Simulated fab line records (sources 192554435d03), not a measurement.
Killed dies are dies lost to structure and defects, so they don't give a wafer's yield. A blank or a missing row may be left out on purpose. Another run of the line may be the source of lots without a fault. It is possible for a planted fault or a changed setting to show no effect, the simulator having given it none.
Which tool is to blame? -- flow n5_finfet -- 19 lots, 57 wafers sampled, at 3 steps of a route of 1938

== WHAT EACH GAUGE READ, for each wafer ==
N5_BEOL_M8_THK_MEAS_01. Usual: M8_ILD_THK 154.8 nm, standard deviation 2.7.
lot,measured,on,M8_ILD_THK (nm),flag
L074,day 9 06:14,film_metro-02,153.3 153.5 150.3,
L076,day 9 10:34,film_metro-02,155.3 154.7 157.0,
L075,day 9 17:59,film_metro-02,150.9 150.4 155.7,
L077,day 9 21:33,film_metro-01,151.6 155.2 154.3,
L078,day 10 07:34,film_metro-01,148.7 151.7 153.6,
L079,day 10 15:52,film_metro-01,153.4 156.8 157.3,
L081,day 10 22:53,film_metro-02,156.7 149.3 155.2,
L082,day 11 06:07,film_metro-01,153.3 154.7 155.7,
L083,day 11 11:50,film_metro-02,154.4 154.0 155.8,
L084,day 11 18:59,film_metro-01,151.6 153.4 152.6,
L085,day 11 20:34,film_metro-02,152.1 150.1 157.7,
L087,day 12 08:25,film_metro-01,155.5 157.2 159.6,
L090,day 13 02:33,film_metro-01,156.6 155.9 158.9,
L089,day 13 09:14,film_metro-02,155.0 155.1 155.8,
L092,day 13 20:05,film_metro-01,152.5 154.7 151.3,
L093,day 14 12:32,film_metro-01,155.0 159.8 157.4,
L091,day 14 15:03,film_metro-01,151.2 154.3 160.7,
L097,day 15 04:40,film_metro-02,158.3 160.2 154.9,
L096,day 15 05:13,film_metro-02,155.6 156.4 160.1,

== WHICH TOOL RAN EACH LOT (tool, then ch and the chambers of the sampled wafers, then the start) ==
lot,N5_BEOL_M7_DESCUM_33,N5_BEOL_M7_ETCH_72
L074,"rie_diel-04 ch 0,1,2, day 9 01:58","rie_diel-04 ch 0,1,2, day 9 02:00"
L076,"rie_diel-05 ch 0,1,3, day 9 06:50","rie_diel-05 ch 0,1,3, day 9 06:52"
L075,"rie_diel-06 ch 1,2,3, day 9 14:16","rie_diel-06 ch 1,2,3, day 9 14:18"
L077,"rie_diel-05 ch 1,2, day 9 17:38","rie_diel-05 ch 1,2, day 9 17:40"
L078,"rie_diel-06 ch 0,1,3, day 10 00:18","rie_diel-06 ch 0,1,3, day 10 00:20"
L079,"rie_diel-05 ch 1,2,3, day 10 09:10","rie_diel-05 ch 1,2,3, day 10 09:12"
L081,"rie_diel-05 ch 0,1,3, day 10 17:43","rie_diel-05 ch 0,1,3, day 10 17:45"
L082,"rie_diel-06 ch 0,2,3, day 11 01:26","rie_diel-06 ch 0,2,3, day 11 01:28"
L083,"rie_diel-05 ch 1,3, day 11 07:31","rie_diel-05 ch 1,3, day 11 07:34"
L084,"rie_diel-05 ch 0,2,3, day 11 15:37","rie_diel-05 ch 0,2,3, day 11 15:39"
L085,"rie_diel-06 ch 1,2,3, day 11 15:40","rie_diel-06 ch 1,2,3, day 11 15:42"
L087,"rie_diel-05 ch 0,1,2, day 12 03:58","rie_diel-05 ch 0,1,2, day 12 03:59"
L090,"rie_diel-06 ch 1,2,3, day 12 22:24","rie_diel-06 ch 1,2,3, day 12 22:26"
L089,"rie_diel-05 ch 0,1,2, day 13 05:32","rie_diel-05 ch 0,1,2, day 13 05:34"
L092,"rie_diel-06 ch 0,1,2, day 13 16:01","rie_diel-06 ch 0,1,2, day 13 16:03"
L093,"rie_diel-05 ch 0,2,3, day 14 08:16","rie_diel-05 ch 0,2,3, day 14 08:18"
L091,"rie_diel-06 ch 1,2, day 14 10:02","rie_diel-06 ch 1,2, day 14 10:04"
L097,"rie_diel-06 ch 0,1, day 15 00:33","rie_diel-06 ch 0,1, day 15 00:35"
L096,"rie_diel-05 ch 2,3, day 15 00:58","rie_diel-05 ch 2,3, day 15 01:00"
- N5_BEOL_M7_DESCUM_33: chemistry O2, time 7 s.
- N5_BEOL_M7_ETCH_72: etches underlayer in N2/H2, target depth 6.5 nm, time 5.2 s.

== WHAT THE TOOLS THEMSELVES READ (means of the sampled wafers that have a number; where no wafer has one, the mark that the record gives instead) ==
N5_BEOL_M7_DESCUM_33. Usual: bias_power_w 20.00 W, standard deviation 0.053; drypump_motor_current_A 5.5 A, standard deviation 0.46; oes_product_au 0.80 a.u., standard deviation 0.081; rf_vpp_V 243.1 V, standard deviation 1.3; showerhead_plenum_p_Torr 2.08 Torr, standard deviation 0.066; throttle_valve_pct 20.5 %, standard deviation 0.32.
lot,tool,bias_power_w (W),drypump_motor_current_A (A),oes_product_au (a.u.),rf_vpp_V (V),showerhead_plenum_p_Torr (Torr),throttle_valve_pct (%),flag
L074,rie_diel-04,20.09,5.4,0.84,242.9,2.09,20.6,
L076,rie_diel-05,19.96,5.5,0.74,243.4,2.09,20.5,
L075,rie_diel-06,19.99,5.6,0.83,242.9,2.07,20.2,
L077,rie_diel-05,20.05,5.8,0.82,243.7,2.12,20.4,
L078,rie_diel-06,20.00,5.4,0.81,243.0,2.10,20.4,
L079,rie_diel-05,19.97,5.7,0.77,244.6,2.12,20.4,
L081,rie_diel-05,20.06,5.5,0.74,243.3,2.08,20.5,
L082,rie_diel-06,20.06,5.1,0.77,243.1,2.04,20.6,
L083,rie_diel-05,20.03,5.7,0.70,243.6,2.12,20.4,
L084,rie_diel-05,19.98,5.6,0.74,243.0,2.08,20.5,
L085,rie_diel-06,20.00,5.6,0.82,243.4,2.07,20.3,
L087,rie_diel-05,19.99,5.6,0.79,242.8,2.08,20.5,
L090,rie_diel-06,19.96,5.6,0.80,243.4,2.06,20.3,
L089,rie_diel-05,19.97,5.6,0.78,242.6,2.08,20.5,
L092,rie_diel-06,19.96,5.6,0.84,242.8,2.09,20.6,
L093,rie_diel-05,20.06,5.5,0.85,243.2,2.08,20.4,
L091,rie_diel-06,19.99,6.0,0.79,244.2,2.12,20.4,
L097,rie_diel-06,20.02,5.4,0.88,244.2,2.12,20.6,
L096,rie_diel-05,20.00,5.7,0.86,244.4,2.11,20.3,

N5_BEOL_M7_ETCH_72. Usual: drypump_motor_current_A 5.5 A, standard deviation 0.45; etch_rf_on_time_s 5.30 s, standard deviation 0.13; oes_product_au 0.67 a.u., standard deviation 0.066; rf_vpp_V 523.8 V, standard deviation 2.7; showerhead_plenum_p_Torr 2.54 Torr, standard deviation 0.076; throttle_valve_pct 17.91 %, standard deviation 0.28.
lot,tool,drypump_motor_current_A (A),etch_rf_on_time_s (s),oes_product_au (a.u.),rf_vpp_V (V),showerhead_plenum_p_Torr (Torr),throttle_valve_pct (%),flag
L074,rie_diel-04,5.4,5.38,0.70,524.5,2.53,17.98,
L076,rie_diel-05,5.5,5.20,0.64,524.2,2.55,17.94,
L075,rie_diel-06,5.6,5.36,0.70,523.0,2.55,17.79,
L077,rie_diel-05,5.8,5.10,0.70,524.1,2.56,17.74,
L078,rie_diel-06,5.4,5.38,0.68,525.0,2.57,17.91,
L079,rie_diel-05,5.8,5.18,0.65,525.5,2.58,17.80,
L081,rie_diel-05,5.5,5.21,0.63,523.4,2.54,17.95,
L082,rie_diel-06,5.2,5.38,0.64,521.9,2.49,18.11,
L083,rie_diel-05,5.7,5.25,0.61,526.1,2.60,17.87,
L084,rie_diel-05,5.5,5.28,0.63,523.6,2.54,17.95,
L085,rie_diel-06,5.6,5.37,0.68,524.8,2.54,17.82,
L087,rie_diel-05,5.6,5.19,0.66,523.4,2.52,17.90,
L090,rie_diel-06,5.6,5.44,0.67,522.8,2.53,17.84,
L089,rie_diel-05,5.6,5.26,0.67,523.6,2.52,17.91,
L092,rie_diel-06,5.6,5.46,0.70,523.3,2.54,18.01,
L093,rie_diel-05,5.6,5.23,0.72,523.3,2.54,17.81,
L091,rie_diel-06,6.1,5.36,0.66,524.3,2.59,17.84,
L097,rie_diel-06,5.5,5.34,0.74,525.2,2.57,18.01,
L096,rie_diel-05,5.8,5.12,0.72,525.3,2.57,17.68,

== THE ANSWER, worked out from the rows above alone ==
Rule: take the mean of a lot's wafers that have a number; if it is more than 3 standard deviations from the usual mean, the lot is off. Also off: a lot with no number at a reading for which 4 or more lots have one. The other lots that the step has rows for count as sound. First the gauges in route order, then the tools' own readings, where a lot's mean is used as printed above. The first step at which some lot is off is used, and at that step the reading that is off furthest; a lot without a number counts as furthest.
Nothing can be told from this: no lot is off at any reading shown.

== WHAT THE SIMULATOR HAD PUT IN ==
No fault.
